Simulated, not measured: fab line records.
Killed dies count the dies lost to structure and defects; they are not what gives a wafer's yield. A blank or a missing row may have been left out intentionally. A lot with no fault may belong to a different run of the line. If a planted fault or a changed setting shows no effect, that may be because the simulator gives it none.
A struck lot beside a sound one / flow n5-finfet / 14 steps out of a route of 1938
Sound: the wafers L409.2, L409.4, L409.5. Struck: wafers L422.3, L422.5 (left out: L422.6, a lot-mate that was not struck); the cause follows at the end.
Per side, at each step with rows, come the tool, then ch with its chambers, and then its first start. Under that, the readings that differ: sound wafers / struck wafers / difference of the means / sigmas: that difference in standard deviations of wafers without a fault.
alike: readings with means less than 2 such deviations apart, plus words and numbers identical on both sides. not compared: withheld readings, readings lacking a value on some wafer, bounds such as >300 that could conceal the same value, and numbers that have no deviation in the record and whose values overlap.
A row with sigmas, a row that says differs or no value, or rows on one side alone: a step with any of these is where the two part. Numbers that don't overlap but have no deviation are shown without sigmas and don't part them. A reading missing from all wafers of one side parts the sides only when that side holds two or more wafers.

first, 7 steps without rows for these wafers: N5_PASSIVATION_COAT_24; N5_PASSIVATION_EBR_26; N5_PASSIVATION_SOFTBAKE_25 (time 90 s); N5_PASSIVATION_EXPOSE_27 (exposes mask PAD, defocus 0 nm); N5_PASSIVATION_PEB_28; N5_PASSIVATION_DEVELOP_29 (develop time 60 s); N5_PASSIVATION_HARDBAKE_31 (time 120 s).
N5_PASSIVATION_CD_MEAS_30: target cd 4000 nm.
  sound on cd-sem-01 ch 0, day 14 10:43; struck on cd-sem-03 ch 0, day 18 03:11
  alike: cd-nm
N5_PASSIVATION_OVL_MEAS_63:
  sound on overlay-02 ch 0, day 14 10:45; struck on overlay-02 ch 0, day 18 03:13
  alike: PAD_OVL
N5_PASSIVATION_INSPECT_64: inspects for defects (macro).
  struck on defect-inspect-02, day 18 03:14; sound on defect-inspect-01, day 14 10:46
  alike: raw-defect-count
N5_PASSIVATION_DESCUM_32: chemistry O2, time 7.9 s.
  sound on rie-diel-03 ch 0,1,3, day 14 10:49; struck on rie-diel-05 ch 0,2, day 18 03:16
  alike: drypump-motor-current-A, oes-product-au, rf-fwd-power-W, rf-vpp-V, showerhead-plenum-p-Torr, throttle-valve-pct
  not compared: rf-hours-counter-h
N5_PASSIVATION_AL_ETCH_33: etches Al in Cl2/BCl3, stops on TaN, target depth 2800 nm, time 466.7 s.
  sound on rie-metal-02 ch 0,1, day 14 10:53; struck on rie-metal-02 ch 1, day 18 03:29
  alike: drypump-motor-current-A, oes-product-au, rf-fwd-power-W, throttle-valve-pct
  not compared: rf-hours-counter-h
N5_PASSIVATION_ETCH_59: etches TaN in Cl2/BCl3, target depth 65 nm, time 34.9 s.
  sound on rie-metal-02 ch 0,1, day 14 11:26; struck on rie-metal-02 ch 1, day 18 03:47
reading=model.etch.depth-nm (nm); sound=64.49 67 66.17; struck=99.41 98.99; difference=+33.31; sigmas=
  alike: drypump-motor-current-A, oes-product-au, rf-fwd-power-W, throttle-valve-pct
  not compared: rf-hours-counter-h
N5_PASSIVATION_STRIP_34: strips in O2.
  sound on rie-diel-01 ch 0,2, day 14 11:39; struck on rie-diel-01 ch 1, day 18 03:52
  alike: drypump-motor-current-A, oes-product-au, rf-vpp-V, showerhead-plenum-p-Torr, throttle-valve-pct
  not compared: rf-hours-counter-h

## WHERE THEY PART
Nowhere in this record.

WHY: whatever the simulator had introduced
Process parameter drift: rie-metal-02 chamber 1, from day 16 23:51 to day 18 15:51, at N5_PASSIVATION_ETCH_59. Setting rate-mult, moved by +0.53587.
